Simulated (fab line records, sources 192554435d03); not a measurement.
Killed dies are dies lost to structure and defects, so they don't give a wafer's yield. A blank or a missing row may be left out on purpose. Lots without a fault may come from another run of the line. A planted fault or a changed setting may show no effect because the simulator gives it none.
Chamber matching | flow n5_finfet | N5_BEOL_M10_ETCH_61 on rie_diel-02: 4 sister chambers
The step etches SiARC in CF4, target depth 39 nm, time 65 s. 18 wafers are shown with their chamber, then 9 later ones without.

WAFERS WITH THEIR CHAMBER
wafer  | chamber | showerhead_plenum_p_Torr (Torr) | throttle_valve_pct (%) | drypump_motor_current_A (A)
L080.1 | 1       | 2.18                            | 15.39                  | 4.9
L080.4 | 0       | 2.03                            | 15.72                  | 5.7
L080.6 | 1       | 2.18                            | 15.40                  | 4.9
L085.2 | 2       | 2.20                            | 15.90                  | 5.9
L085.4 | 3       | 2.18                            | 15.62                  | 5.3
L085.6 | 2       | 2.20                            | 15.89                  | 5.9
L088.2 | 0       | 2.03                            | 15.76                  | 5.7
L088.5 | 1       | 2.18                            | 15.41                  | 4.9
L088.6 | 2       | 2.20                            | 15.90                  | 5.9
L086.1 | 2       | 2.20                            | 15.90                  | 5.9
L086.2 | 0       | 2.03                            | 15.73                  | 5.7
L086.4 | 3       | 2.18                            | 15.63                  | 5.4
L090.2 | 2       | 2.20                            | 15.91                  | 5.9
L090.3 | 3       | 2.18                            | 15.61                  | 5.4
L090.4 | 0       | 2.03                            | 15.74                  | 5.7
L089.3 | 3       | 2.18                            | 15.63                  | 5.4
L089.4 | 0       | 2.03                            | 15.75                  | 5.6
L089.5 | 2       | 2.19                            | 15.91                  | 5.9

SIGNATURES (means of the wafers above)
reading                  | chamber 0 | chamber 1 | chamber 2 | chamber 3 | scatter within a chamber
showerhead_plenum_p_Torr | 2.0300    | 2.1800    | 2.1983    | 2.1800    | 0.00244
throttle_valve_pct       | 15.7400   | 15.4000   | 15.9017   | 15.6225   | 0.0112
drypump_motor_current_A  | 5.680     | 4.900     | 5.900     | 5.375     | 0.0333
Rule: a wafer's distance from a chamber is the root of the sum, over the readings, of the square of ((its reading less the chamber's mean) divided by the reading's scatter). The wafer belongs to the nearest chamber; if the next one is less than 2 further off, it can't be placed. The scatter: the root of (the sum of the squares of (reading less its chamber's mean) over the shown wafers, divided by (wafers less chambers)).

WAFERS WITHOUT THEIR CHAMBER
wafer  | showerhead_plenum_p_Torr (Torr) | throttle_valve_pct (%) | drypump_motor_current_A (A)
L091.1 | 2.17                            | 15.43                  | 5.0
L091.3 | 2.19                            | 15.92                  | 5.9
L091.4 | 2.17                            | 15.42                  | 5.0
L093.1 | 2.02                            | 15.78                  | 5.7
L093.2 | 2.17                            | 15.64                  | 5.4
L093.3 | 2.17                            | 15.45                  | 4.9
L095.2 | 2.17                            | 15.45                  | 4.9
L095.4 | 2.02                            | 15.80                  | 5.7
L095.5 | 2.17                            | 15.46                  | 5.0

WHICH CHAMBER EACH WENT THROUGH
wafer  | from the rows above | in truth
L091.1 | 1                   | 1
L091.3 | 2                   | 2
L091.4 | 1                   | 1
L093.1 | 0                   | 0
L093.2 | 3                   | 3
L093.3 | 1                   | 1
L095.2 | 1                   | 1
L095.4 | 0                   | 0
L095.5 | 1                   | 1
Placed correctly: 9 of 9. Can't be placed from these rows: 0. Placed wrongly: 0.
